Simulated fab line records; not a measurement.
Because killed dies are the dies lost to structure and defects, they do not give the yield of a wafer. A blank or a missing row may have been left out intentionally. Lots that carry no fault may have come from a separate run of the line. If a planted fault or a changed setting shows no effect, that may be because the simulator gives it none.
fab line records / flow nandHarc / part 2 of 2: steps 20 to 27 of 27
record lots=5 wafers=15 lastDay=32
route steps=1302 shown A_STAIRCASE@724
lots with no fault: from the same line, run without faults
startH: start of the lot's first displayed wafer, in hours after the record's first day / waitH: hours from the lot's prior step to this one / " the same as in the row above / L1.1+2: several wafers, shown together as one row / - either no value or no given start / * or withheld: withheld / < > ~ a bound
route shown NAME@n: a module of which the file shows steps, and the number in the route of the first / usual: mean/standard deviation of fault-free wafers / same: alike in all rows / chamber/n: place in a boat / sites: the reading at each site / _std_site: their standard deviation / _edge_site: mean of outer sites minus mean of inner sites / radiusMm: for every site, how far away it sits from the centre of the wafer / mask NAME#n: copy n / behind: tool/chamber where the wafer was last shaped / hold: the reason the lot was held/the length of the hold in hours/how it ended / device: the transistor (n, p or np) that didn't switch / end of line: the same wafers' tests at the end of the route / where a step has no rows: the recipe by itself / killed: not the wafer's yield, but the dies lost to structure and defects at the first sort / map: per-die view of a wafer (x killed, . not killed, _ where there is no die)
set.NAME: the setting as run; set.NAME@STEP: as run at that earlier step / model.NAME: the simulator's own value behind a step, which no gauge read
certain route steps with their lots: each step a table, each wafer a row
services: a tool's chamber out of use, with start hour (startH, from the record's first day; less than 0 if before it), hours out, and reason
## steps
# step NHARC_A_STAIRCASE_TRIM_231
# recipe timeS=211.2 o2FlowSccm=500 arFlowSccm=0 biasW=0 chemistry=O2
# usual drypumpMotorCurrentA=5.9/0.51 mfcArSccm=0.009/0.012 oesProductAu=0.997/0.0083 rfVppV=57.4/0.77 showerheadPlenumPTorr=3.44/0.071 throttleValvePct=17.036/0.0088
lot.wafer=L080.3 tool=rieDiel-08 chamber=0 startH=- waitH=- drypumpMotorCurrentA=5.3 mfcArSccm=0 oesProductAu=0.988 rfHoursCounterH=20 rfVppV=57.8 showerheadPlenumPTorr=3.52 throttleValvePct=17.035
lot.wafer=L080.1 tool=rieDiel-08 chamber=1 startH=- waitH=- drypumpMotorCurrentA=4.8 mfcArSccm=0.026 oesProductAu=1.001 rfHoursCounterH=22 rfVppV=59.1 showerheadPlenumPTorr=3.47 throttleValvePct=17.040
lot.wafer=L080.5 tool=rieDiel-08 chamber=1 startH=- waitH=- drypumpMotorCurrentA=4.8 mfcArSccm=0.026 oesProductAu=1.008 rfHoursCounterH=- rfVppV=57.7 showerheadPlenumPTorr=3.47 throttleValvePct=17.028
lot.wafer=L082.4 tool=rieDiel-08 chamber=0 startH=- waitH=- drypumpMotorCurrentA=5.3 mfcArSccm=0 oesProductAu=1.004 rfHoursCounterH=23 rfVppV=57.7 showerheadPlenumPTorr=3.52 throttleValvePct=17.030
lot.wafer=L082.2 tool=rieDiel-08 chamber=2 startH=- waitH=- drypumpMotorCurrentA=5.9 mfcArSccm=0 oesProductAu=1.005 rfHoursCounterH=21 rfVppV=56.7 showerheadPlenumPTorr=3.48 throttleValvePct=17.042
lot.wafer=L082.5 tool=rieDiel-08 chamber=0 startH=- waitH=- drypumpMotorCurrentA=5.3 mfcArSccm=0 oesProductAu=1.003 rfHoursCounterH=- rfVppV=57.7 showerheadPlenumPTorr=3.52 throttleValvePct=17.024
lot.wafer=L089.4 tool=rieDiel-08 chamber=2 startH=- waitH=- drypumpMotorCurrentA=5.9 mfcArSccm=0 oesProductAu=1.005 rfHoursCounterH=48 rfVppV=58.5 showerheadPlenumPTorr=3.47 throttleValvePct=17.038
lot.wafer=L089.6 tool=rieDiel-08 chamber=3 startH=- waitH=- drypumpMotorCurrentA=6.1 mfcArSccm=0.022 oesProductAu=1.015 rfHoursCounterH=- rfVppV=56.2 showerheadPlenumPTorr=3.32 throttleValvePct=17.035
lot.wafer=L089.5 tool=rieDiel-08 chamber=0 startH=- waitH=- drypumpMotorCurrentA=5.3 mfcArSccm=0 oesProductAu=0.992 rfHoursCounterH=- rfVppV=59.5 showerheadPlenumPTorr=3.50 throttleValvePct=17.043
lot.wafer=L088.4 tool=rieDiel-11 chamber=0 startH=- waitH=- drypumpMotorCurrentA=5.5 mfcArSccm=0 oesProductAu=1.003 rfHoursCounterH=28 rfVppV=56.2 showerheadPlenumPTorr=3.52 throttleValvePct=17.038
lot.wafer=L088.3 tool=rieDiel-11 chamber=1 startH=- waitH=- drypumpMotorCurrentA=5.8 mfcArSccm=0 oesProductAu=0.992 rfHoursCounterH=22 rfVppV=57.6 showerheadPlenumPTorr=3.45 throttleValvePct=17.029
lot.wafer=L088.1 tool=rieDiel-11 chamber=2 startH=- waitH=- drypumpMotorCurrentA=6.4 mfcArSccm=0 oesProductAu=0.997 rfHoursCounterH=32 rfVppV=57.5 showerheadPlenumPTorr=3.36 throttleValvePct=17.032
lot.wafer=L093.4 tool=rieDiel-04 chamber=2 startH=- waitH=- drypumpMotorCurrentA=6.7 mfcArSccm=0.031 oesProductAu=0.991 rfHoursCounterH=3 rfVppV=57.4 showerheadPlenumPTorr=3.34 throttleValvePct=17.044
lot.wafer=L093.3 tool=rieDiel-04 chamber=3 startH=- waitH=- drypumpMotorCurrentA=5.6 mfcArSccm=0.007 oesProductAu=1.003 rfHoursCounterH=3 rfVppV=56.5 showerheadPlenumPTorr=3.33 throttleValvePct=17.030
lot.wafer=L093.6 tool=rieDiel-04 chamber=1 startH=- waitH=- drypumpMotorCurrentA=5.8 mfcArSccm=0 oesProductAu=1.004 rfHoursCounterH=- rfVppV=56.9 showerheadPlenumPTorr=3.47 throttleValvePct=17.044
# step NHARC_A_STAIRCASE_ETCH_232
# recipe targetDepthA=1000 timeS=40.5 ionEnergyEv=400 c4f8FlowSccm=20 o2FlowSccm=10 arFlowSccm=withheld rfW=600 biasW=1000 chemistry=C4F8/O2
# usual oesProductAu=0.946/0.012 rfVppV=892.5/2.8
lot.wafer=L080.3 tool=rieDiel-08 chamber=0 startH=- waitH=- oesProductAu=0.936 rfHoursCounterH=21 rfVppV=895.1
lot.wafer=L080.1 tool=rieDiel-08 chamber=1 startH=- waitH=- oesProductAu=0.940 rfHoursCounterH=22 rfVppV=893.3
lot.wafer=L080.5 tool=rieDiel-08 chamber=3 startH=- waitH=- oesProductAu=0.947 rfHoursCounterH=- rfVppV=886.6
lot.wafer=L082.2 tool=rieDiel-08 chamber=3 startH=- waitH=- oesProductAu=0.950 rfHoursCounterH=20 rfVppV=886.9
lot.wafer=L082.4 tool=rieDiel-08 chamber=1 startH=- waitH=- oesProductAu=0.939 rfHoursCounterH=25 rfVppV=893.0
lot.wafer=L082.5 tool=rieDiel-08 chamber=3 startH=- waitH=- oesProductAu=0.957 rfHoursCounterH=- rfVppV=889.8
lot.wafer=L089.4 tool=rieDiel-08 chamber=1 startH=- waitH=- oesProductAu=0.959 rfHoursCounterH=51 rfVppV=892.6
lot.wafer=L089.5 tool=rieDiel-08 chamber=3 startH=- waitH=- oesProductAu=0.966 rfHoursCounterH=- rfVppV=888.5
lot.wafer=L089.6 tool=rieDiel-08 chamber=0 startH=- waitH=- oesProductAu=0.948 rfHoursCounterH=- rfVppV=894.3
lot.wafer=L088.3 tool=rieDiel-11 chamber=2 startH=- waitH=- oesProductAu=0.944 rfHoursCounterH=32 rfVppV=889.9
lot.wafer=L088.1 tool=rieDiel-11 chamber=0 startH=- waitH=- oesProductAu=0.947 rfHoursCounterH=28 rfVppV=894.4
lot.wafer=L088.4 tool=rieDiel-11 chamber=1 startH=- waitH=- oesProductAu=0.930 rfHoursCounterH=22 rfVppV=893.4
lot.wafer=L093.3 tool=rieDiel-04 chamber=1 startH=- waitH=- oesProductAu=0.950 rfHoursCounterH=3 rfVppV=895.0
lot.wafer=L093.4 tool=rieDiel-04 chamber=3 startH=- waitH=- oesProductAu=0.941 rfHoursCounterH=3 rfVppV=889.2
lot.wafer=L093.6 tool=rieDiel-04 chamber=1 startH=- waitH=- oesProductAu=0.957 rfHoursCounterH=- rfVppV=893.1
# step NHARC_A_STAIRCASE_TRIM_233
# recipe timeS=211.2 o2FlowSccm=500 arFlowSccm=0 biasW=0 chemistry=O2
# usual drypumpMotorCurrentA=5.9/0.5 mfcArSccm=0.009/0.012 oesProductAu=1.001/0.0076 rfVppV=57.5/0.86 showerheadPlenumPTorr=3.44/0.071 throttleValvePct=17.037/0.0098
lot.wafer=L080.1 tool=rieDiel-08 chamber=1 startH=- waitH=- drypumpMotorCurrentA=4.8 mfcArSccm=0.026 oesProductAu=1.006 rfHoursCounterH=22 rfVppV=58.0 showerheadPlenumPTorr=3.47 throttleValvePct=17.037
lot.wafer=L080.3 tool=rieDiel-08 chamber=3 startH=- waitH=- drypumpMotorCurrentA=6.2 mfcArSccm=0.022 oesProductAu=1.022 rfHoursCounterH=15 rfVppV=57.4 showerheadPlenumPTorr=3.33 throttleValvePct=17.046
lot.wafer=L080.5 tool=rieDiel-08 chamber=2 startH=- waitH=- drypumpMotorCurrentA=5.9 mfcArSccm=0 oesProductAu=1.015 rfHoursCounterH=- rfVppV=57.5 showerheadPlenumPTorr=3.49 throttleValvePct=17.037
lot.wafer=L082.4 tool=rieDiel-08 chamber=3 startH=- waitH=- drypumpMotorCurrentA=6.1 mfcArSccm=0.022 oesProductAu=1.022 rfHoursCounterH=20 rfVppV=56.8 showerheadPlenumPTorr=3.33 throttleValvePct=17.044
lot.wafer=L082.2 tool=rieDiel-08 chamber=0 startH=- waitH=- drypumpMotorCurrentA=5.3 mfcArSccm=0 oesProductAu=1.006 rfHoursCounterH=23 rfVppV=56.4 showerheadPlenumPTorr=3.52 throttleValvePct=17.028
lot.wafer=L082.5 tool=rieDiel-08 chamber=2 startH=- waitH=- drypumpMotorCurrentA=5.9 mfcArSccm=0 oesProductAu=1.011 rfHoursCounterH=- rfVppV=59.2 showerheadPlenumPTorr=3.48 throttleValvePct=17.043
lot.wafer=L089.4 tool=rieDiel-08 chamber=0 startH=- waitH=- drypumpMotorCurrentA=5.3 mfcArSccm=0 oesProductAu=0.996 rfHoursCounterH=48 rfVppV=57.4 showerheadPlenumPTorr=3.50 throttleValvePct=17.036
lot.wafer=L089.6 tool=rieDiel-08 chamber=1 startH=- waitH=- drypumpMotorCurrentA=4.8 mfcArSccm=0.026 oesProductAu=0.989 rfHoursCounterH=- rfVppV=57.4 showerheadPlenumPTorr=3.45 throttleValvePct=17.051
lot.wafer=L089.5 tool=rieDiel-08 chamber=2 startH=- waitH=- drypumpMotorCurrentA=6.0 mfcArSccm=0 oesProductAu=1.007 rfHoursCounterH=- rfVppV=57.9 showerheadPlenumPTorr=3.47 throttleValvePct=17.047
lot.wafer=L088.3 tool=rieDiel-11 chamber=2 startH=- waitH=- drypumpMotorCurrentA=6.4 mfcArSccm=0 oesProductAu=0.994 rfHoursCounterH=32 rfVppV=58.2 showerheadPlenumPTorr=3.36 throttleValvePct=17.052
lot.wafer=L088.1 tool=rieDiel-11 chamber=0 startH=- waitH=- drypumpMotorCurrentA=5.5 mfcArSccm=0 oesProductAu=0.993 rfHoursCounterH=28 rfVppV=57.8 showerheadPlenumPTorr=3.52 throttleValvePct=17.042
lot.wafer=L088.4 tool=rieDiel-11 chamber=1 startH=- waitH=- drypumpMotorCurrentA=5.9 mfcArSccm=0 oesProductAu=0.987 rfHoursCounterH=22 rfVppV=59.1 showerheadPlenumPTorr=3.45 throttleValvePct=17.037
lot.wafer=L093.3 tool=rieDiel-04 chamber=1 startH=- waitH=- drypumpMotorCurrentA=5.9 mfcArSccm=0 oesProductAu=1.018 rfHoursCounterH=3 rfVppV=57.9 showerheadPlenumPTorr=3.47 throttleValvePct=17.048
lot.wafer=L093.4 tool=rieDiel-04 chamber=3 startH=- waitH=- drypumpMotorCurrentA=5.6 mfcArSccm=0.007 oesProductAu=1.006 rfHoursCounterH=3 rfVppV=56.9 showerheadPlenumPTorr=3.33 throttleValvePct=17.043
lot.wafer=L093.6 tool=rieDiel-04 chamber=0 startH=- waitH=- drypumpMotorCurrentA=6.5 mfcArSccm=0.025 oesProductAu=1.000 rfHoursCounterH=- rfVppV=57.4 showerheadPlenumPTorr=3.52 throttleValvePct=17.031
# step NHARC_A_STAIRCASE_ETCH_234
# recipe targetDepthA=1000 timeS=40.5 ionEnergyEv=400 c4f8FlowSccm=20 o2FlowSccm=10 arFlowSccm=withheld rfW=600 biasW=1000 chemistry=C4F8/O2
# usual oesProductAu=0.945/0.011 rfVppV=892.5/2.9
lot.wafer=L080.3 tool=rieDiel-08 chamber=0 startH=- waitH=- oesProductAu=0.946 rfHoursCounterH=21 rfVppV=896.0
lot.wafer=L080.1 tool=rieDiel-08 chamber=1 startH=- waitH=- oesProductAu=0.945 rfHoursCounterH=23 rfVppV=894.4
lot.wafer=L080.5 tool=rieDiel-08 chamber=2 startH=- waitH=- oesProductAu=0.939 rfHoursCounterH=- rfVppV=896.4
lot.wafer=L082.4 tool=rieDiel-08 chamber=0 startH=- waitH=- oesProductAu=0.953 rfHoursCounterH=23 rfVppV=895.5
lot.wafer=L082.2 tool=rieDiel-08 chamber=1 startH=- waitH=- oesProductAu=0.940 rfHoursCounterH=25 rfVppV=894.7
lot.wafer=L082.5 tool=rieDiel-08 chamber=0 startH=- waitH=- oesProductAu=0.946 rfHoursCounterH=- rfVppV=895.1
lot.wafer=L089.4 tool=rieDiel-08 chamber=0 startH=- waitH=- oesProductAu=0.957 rfHoursCounterH=48 rfVppV=894.3
lot.wafer=L089.5 tool=rieDiel-08 chamber=1 startH=- waitH=- oesProductAu=0.929 rfHoursCounterH=- rfVppV=891.4
lot.wafer=L089.6 tool=rieDiel-08 chamber=2 startH=- waitH=- oesProductAu=0.939 rfHoursCounterH=- rfVppV=893.5
lot.wafer=L088.4 tool=rieDiel-11 chamber=0 startH=- waitH=- oesProductAu=0.940 rfHoursCounterH=28 rfVppV=895.4
lot.wafer=L088.1 tool=rieDiel-11 chamber=1 startH=- waitH=- oesProductAu=0.925 rfHoursCounterH=22 rfVppV=892.3
lot.wafer=L088.3 tool=rieDiel-11 chamber=2 startH=- waitH=- oesProductAu=0.932 rfHoursCounterH=32 rfVppV=890.1
lot.wafer=L093.4 tool=rieDiel-04 chamber=0 startH=- waitH=- oesProductAu=0.930 rfHoursCounterH=3 rfVppV=895.2
lot.wafer=L093.3 tool=rieDiel-04 chamber=1 startH=- waitH=- oesProductAu=0.952 rfHoursCounterH=3 rfVppV=893.7
lot.wafer=L093.6 tool=rieDiel-04 chamber=1 startH=- waitH=- oesProductAu=0.954 rfHoursCounterH=- rfVppV=895.8
# step NHARC_A_STAIRCASE_TRIM_235
# recipe timeS=211.2 o2FlowSccm=500 arFlowSccm=0 biasW=0 chemistry=O2
# usual drypumpMotorCurrentA=5.8/0.52 mfcArSccm=0.009/0.012 oesProductAu=0.999/0.0083 rfVppV=57.6/0.77 showerheadPlenumPTorr=3.44/0.072 throttleValvePct=17.037/0.0096
lot.wafer=L080.1 tool=rieDiel-08 chamber=0 startH=- waitH=- drypumpMotorCurrentA=5.3 mfcArSccm=0 oesProductAu=0.999 rfHoursCounterH=21 rfVppV=57.0 showerheadPlenumPTorr=3.52 throttleValvePct=17.040
lot.wafer=L080.3 tool=rieDiel-08 chamber=3 startH=- waitH=- drypumpMotorCurrentA=6.2 mfcArSccm=0.022 oesProductAu=1.021 rfHoursCounterH=16 rfVppV=56.8 showerheadPlenumPTorr=3.33 throttleValvePct=17.036
lot.wafer=L080.5 tool=rieDiel-08 chamber=1 startH=- waitH=- drypumpMotorCurrentA=4.8 mfcArSccm=0.026 oesProductAu=1.009 rfHoursCounterH=- rfVppV=57.3 showerheadPlenumPTorr=3.47 throttleValvePct=17.023
lot.wafer=L082.4 tool=rieDiel-08 chamber=0 startH=- waitH=- drypumpMotorCurrentA=5.3 mfcArSccm=0 oesProductAu=0.999 rfHoursCounterH=23 rfVppV=58.0 showerheadPlenumPTorr=3.52 throttleValvePct=17.046
lot.wafer=L082.2 tool=rieDiel-08 chamber=2 startH=- waitH=- drypumpMotorCurrentA=5.9 mfcArSccm=0 oesProductAu=1.009 rfHoursCounterH=21 rfVppV=58.3 showerheadPlenumPTorr=3.48 throttleValvePct=17.030
lot.wafer=L082.5 tool=rieDiel-08 chamber=0 startH=- waitH=- drypumpMotorCurrentA=5.3 mfcArSccm=0 oesProductAu=0.998 rfHoursCounterH=- rfVppV=56.3 showerheadPlenumPTorr=3.52 throttleValvePct=17.027
lot.wafer=L089.4 tool=rieDiel-08 chamber=3 startH=- waitH=- drypumpMotorCurrentA=6.1 mfcArSccm=0.022 oesProductAu=1.011 rfHoursCounterH=45 rfVppV=57.5 showerheadPlenumPTorr=3.32 throttleValvePct=17.019
lot.wafer=L089.5 tool=rieDiel-08 chamber=0 startH=- waitH=- drypumpMotorCurrentA=5.3 mfcArSccm=0 oesProductAu=0.995 rfHoursCounterH=- rfVppV=58.8 showerheadPlenumPTorr=3.50 throttleValvePct=17.050
lot.wafer=L089.6 tool=rieDiel-08 chamber=1 startH=- waitH=- drypumpMotorCurrentA=4.8 mfcArSccm=0.026 oesProductAu=0.999 rfHoursCounterH=- rfVppV=58.5 showerheadPlenumPTorr=3.45 throttleValvePct=17.037
lot.wafer=L088.1 tool=rieDiel-11 chamber=1 startH=- waitH=- drypumpMotorCurrentA=5.8 mfcArSccm=0 oesProductAu=1.001 rfHoursCounterH=23 rfVppV=57.6 showerheadPlenumPTorr=3.45 throttleValvePct=17.052
lot.wafer=L088.4 tool=rieDiel-11 chamber=2 startH=- waitH=- drypumpMotorCurrentA=6.4 mfcArSccm=0 oesProductAu=0.999 rfHoursCounterH=32 rfVppV=56.2 showerheadPlenumPTorr=3.36 throttleValvePct=17.045
lot.wafer=L088.3 tool=rieDiel-11 chamber=3 startH=- waitH=- drypumpMotorCurrentA=5.9 mfcArSccm=0 oesProductAu=1.011 rfHoursCounterH=32 rfVppV=57.6 showerheadPlenumPTorr=3.42 throttleValvePct=17.048
lot.wafer=L093.4 tool=rieDiel-04 chamber=0 startH=- waitH=- drypumpMotorCurrentA=6.5 mfcArSccm=0.025 oesProductAu=0.989 rfHoursCounterH=3 rfVppV=58.2 showerheadPlenumPTorr=3.52 throttleValvePct=17.034
lot.wafer=L093.3 tool=rieDiel-04 chamber=2 startH=- waitH=- drypumpMotorCurrentA=6.7 mfcArSccm=0.031 oesProductAu=0.995 rfHoursCounterH=3 rfVppV=57.5 showerheadPlenumPTorr=3.34 throttleValvePct=17.042
lot.wafer=L093.6 tool=rieDiel-04 chamber=3 startH=- waitH=- drypumpMotorCurrentA=5.6 mfcArSccm=0.007 oesProductAu=0.987 rfHoursCounterH=- rfVppV=56.8 showerheadPlenumPTorr=3.33 throttleValvePct=17.045
# step NHARC_A_STAIRCASE_ETCH_236
# recipe targetDepthA=1000 timeS=40.5 ionEnergyEv=400 c4f8FlowSccm=20 o2FlowSccm=10 arFlowSccm=withheld rfW=600 biasW=1000 chemistry=C4F8/O2
# usual oesProductAu=0.944/0.012 rfVppV=892.6/2.6
lot.wafer=L080.1 tool=rieDiel-08 chamber=1 startH=- waitH=- oesProductAu=0.928 rfHoursCounterH=25 rfVppV=892.4
lot.wafer=L080.3 tool=rieDiel-08 chamber=3 startH=- waitH=- oesProductAu=0.947 rfHoursCounterH=20 rfVppV=888.4
lot.wafer=L080.5 tool=rieDiel-08 chamber=2 startH=- waitH=- oesProductAu=0.928 rfHoursCounterH=- rfVppV=893.9
lot.wafer=L082.4 tool=rieDiel-08 chamber=0 startH=- waitH=- oesProductAu=0.943 rfHoursCounterH=23 rfVppV=894.4
lot.wafer=L082.2 tool=rieDiel-08 chamber=1 startH=- waitH=- oesProductAu=0.933 rfHoursCounterH=25 rfVppV=893.5
lot.wafer=L082.5 tool=rieDiel-08 chamber=3 startH=- waitH=- oesProductAu=0.949 rfHoursCounterH=- rfVppV=888.9
lot.wafer=L089.4 tool=rieDiel-08 chamber=3 startH=- waitH=- oesProductAu=0.966 rfHoursCounterH=45 rfVppV=889.9
lot.wafer=L089.6 tool=rieDiel-08 chamber=3 startH=- waitH=- oesProductAu=0.955 rfHoursCounterH=- rfVppV=888.4
lot.wafer=L089.5 tool=rieDiel-08 chamber=0 startH=- waitH=- oesProductAu=0.940 rfHoursCounterH=- rfVppV=894.9
lot.wafer=L088.4 tool=rieDiel-11 chamber=3 startH=- waitH=- oesProductAu=0.944 rfHoursCounterH=32 rfVppV=891.3
lot.wafer=L088.3 tool=rieDiel-11 chamber=0 startH=- waitH=- oesProductAu=0.955 rfHoursCounterH=28 rfVppV=895.3
lot.wafer=L088.1 tool=rieDiel-11 chamber=2 startH=- waitH=- oesProductAu=0.938 rfHoursCounterH=32 rfVppV=889.4
lot.wafer=L093.4 tool=rieDiel-04 chamber=3 startH=- waitH=- oesProductAu=0.928 rfHoursCounterH=3 rfVppV=889.8
lot.wafer=L093.3 tool=rieDiel-04 chamber=0 startH=- waitH=- oesProductAu=0.945 rfHoursCounterH=3 rfVppV=896.7
lot.wafer=L093.6 tool=rieDiel-04 chamber=2 startH=- waitH=- oesProductAu=0.926 rfHoursCounterH=- rfVppV=887.5
# step NHARC_A_STAIRCASE_STRIP_238
# recipe powerW=1500 tempC=250 chemistry=O2
# usual drypumpMotorCurrentA=6.0/0.7 heaterPowerW=328/33
lot.wafer=L080.1 tool=plasmaAsher-02 chamber=0 startH=443.04 waitH=0.1 drypumpMotorCurrentA=6.3 heaterPowerW=301 rfHoursCounterH=2
lot.wafer=L080.3 tool=plasmaAsher-02 chamber=1 startH=443.04 waitH=0.1 drypumpMotorCurrentA=4.7 heaterPowerW=386 rfHoursCounterH=-
lot.wafer=L080.5 tool=plasmaAsher-02 chamber=1 startH=443.04 waitH=0.1 drypumpMotorCurrentA=4.7 heaterPowerW=370 rfHoursCounterH=-
lot.wafer=L082.2 tool=plasmaAsher-02 chamber=1 startH=443.57 waitH=0.1 drypumpMotorCurrentA=4.7 heaterPowerW=368 rfHoursCounterH=3
lot.wafer=L082.4 tool=plasmaAsher-02 chamber=0 startH=443.57 waitH=0.1 drypumpMotorCurrentA=6.3 heaterPowerW=319 rfHoursCounterH=-
lot.wafer=L082.5 tool=plasmaAsher-02 chamber=1 startH=443.57 waitH=0.1 drypumpMotorCurrentA=4.7 heaterPowerW=380 rfHoursCounterH=-
lot.wafer=L089.4 tool=plasmaAsher-01 chamber=0 startH=515.24 waitH=0.2 drypumpMotorCurrentA=6.6 heaterPowerW=287 rfHoursCounterH=-
lot.wafer=L089.5 tool=plasmaAsher-01 chamber=0 startH=515.24 waitH=0.2 drypumpMotorCurrentA=6.6 heaterPowerW=281 rfHoursCounterH=-
lot.wafer=L089.6 tool=plasmaAsher-01 chamber=1 startH=515.24 waitH=0.2 drypumpMotorCurrentA=6.2 heaterPowerW=335 rfHoursCounterH=-
lot.wafer=L088.1 tool=plasmaAsher-02 chamber=1 startH=516.57 waitH=0.1 drypumpMotorCurrentA=4.7 heaterPowerW=363 rfHoursCounterH=18
lot.wafer=L088.3 tool=plasmaAsher-02 chamber=1 startH=516.57 waitH=0.1 drypumpMotorCurrentA=4.7 heaterPowerW=369 rfHoursCounterH=-
lot.wafer=L088.4 tool=plasmaAsher-02 chamber=0 startH=516.57 waitH=0.1 drypumpMotorCurrentA=6.3 heaterPowerW=314 rfHoursCounterH=-
lot.wafer=L093.3 tool=plasmaAsher-01 chamber=0 startH=552.59 waitH=0.2 drypumpMotorCurrentA=6.6 heaterPowerW=291 rfHoursCounterH=-
lot.wafer=L093.4 tool=plasmaAsher-01 chamber=1 startH=552.59 waitH=0.2 drypumpMotorCurrentA=6.3 heaterPowerW=371 rfHoursCounterH=-
lot.wafer=L093.6 tool=plasmaAsher-01 chamber=0 startH=552.59 waitH=0.2 drypumpMotorCurrentA=6.6 heaterPowerW=292 rfHoursCounterH=-
# step NHARC_A_STAIRCASE_STRIP_239
# recipe timeS=900 tempC=130 chemistry=SPM
lot.wafer=L080.5+3+1 tool=wetBench-02 chamber=6,7,0 startH=443.36 waitH=0.1
lot.wafer=L082.4+5+2 tool=wetBench-03 chamber=7,1,4 startH=443.87 waitH=0.2
lot.wafer=L089.5+4+6 tool=wetBench-03 chamber=5,7,0 startH=515.49 waitH=0.1
lot.wafer=L088.3+1+4 tool=wetBench-03 chamber=5,0,1 startH=516.92 waitH=0.2
lot.wafer=L093.4+6+3 tool=wetBench-04 chamber=1,2,6 startH=552.85 waitH=0.2
## services
tool=wetBench-02 chamber=- startH=420.00 hours=8.0 kind=pm
tool=rieDiel-11 chamber=1 startH=420.84 hours=8.0 kind=repair
tool=lithoTrack-07 chamber=- startH=426.00 hours=7.0 kind=pm
tool=plasmaAsher-02 chamber=- startH=426.00 hours=9.0 kind=pm
tool=rieDiel-11 chamber=- startH=432.52 hours=9.0 kind=pm
tool=rieDiel-04 chamber=0 startH=437.40 hours=- kind=clean
tool=rieDiel-04 chamber=1 startH=437.40 hours=- kind=clean
tool=rieDiel-04 chamber=2 startH=437.40 hours=- kind=clean
tool=rieDiel-04 chamber=3 startH=437.40 hours=- kind=clean
tool=krfScanner-02 chamber=- startH=438.01 hours=4.0 kind=pm
tool=lithoTrack-03 chamber=- startH=450.00 hours=7.0 kind=pm
tool=rieDiel-04 chamber=0 startH=461.94 hours=- kind=clean
tool=rieDiel-04 chamber=1 startH=461.94 hours=- kind=clean
tool=rieDiel-04 chamber=2 startH=461.94 hours=- kind=clean
tool=rieDiel-04 chamber=3 startH=461.94 hours=- kind=clean
tool=plasmaAsher-02 chamber=- startH=470.34 hours=0.4 kind=repair
tool=rieDiel-04 chamber=0 startH=486.44 hours=- kind=clean
tool=rieDiel-04 chamber=1 startH=486.44 hours=- kind=clean
tool=krfScanner-01 chamber=- startH=489.65 hours=4.0 kind=pm
tool=rieDiel-11 chamber=1 startH=496.97 hours=9.3 kind=repair
tool=plasmaAsher-01 chamber=- startH=519.72 hours=9.0 kind=pm
tool=rieDiel-04 chamber=0 startH=529.96 hours=2.8 kind=repair
tool=rieDiel-04 chamber=- startH=534.62 hours=9.0 kind=pm
tool=rieDiel-08 chamber=- startH=545.68 hours=9.0 kind=pm
